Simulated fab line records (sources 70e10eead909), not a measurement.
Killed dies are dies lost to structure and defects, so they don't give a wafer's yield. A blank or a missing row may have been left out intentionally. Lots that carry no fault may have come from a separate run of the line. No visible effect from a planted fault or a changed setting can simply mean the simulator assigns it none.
Which tool is to blame? ; flow nand-harc ; 12 lots, 36 wafers sampled, at 1 step of a route of 1302

WHAT EACH GAUGE READ, for each wafer
NHARC_A_ONON_D2_THK_MEAS_21: measures by ellipsometry.
lot;measured;on;thk-nm (nm)
L074;day 13 04:44;film-metro-01;1000 999 999
L078;day 14 10:59;film-metro-01;1009 1008 1006
L080;day 15 10:03;film-metro-01;1006 1005 1007
L079;day 15 10:04;film-metro-01;1017 1016 1016
L083;day 16 16:25;film-metro-01;1015 1016 1017
L085;day 17 10:11;film-metro-01;1005 1004 1004
L088;day 18 21:14;film-metro-02;1004 1004 1004
L089;day 18 21:14;film-metro-02;991 990 990
L091;day 19 20:23;film-metro-01;1000 1000 1002
L092;day 20 23:30;film-metro-02;987 986 986
L096;day 21 18:01;film-metro-02;982 982 981
L095;day 22 04:34;film-metro-02;1001 999 1002

WHICH TOOL RAN EACH LOT (tool, then ch and the chambers of the sampled wafers, then the start)
Record: no process step prior to these readings.

THE ANSWER, worked out from the rows above alone
Rule: usual is defined by the lots themselves. The widest of any qualifying gaps counts: lots, ordered by their means at a reading, are off when they make up no more than a third of the lots, leave a main group of 4 or more, and stand apart from it by 3 or more times the standard deviation of that group's means. A main group whose means are all the same, to the digits that the tables above print for the reading, isn't used. A lot without any number at a reading at which 4 lots or more have one is off too. Any other lot the step has rows for is counted as sound.
No lot is off at any reading shown: from this, nothing can be told.

WHAT WAS PUT IN BY THE SIMULATOR
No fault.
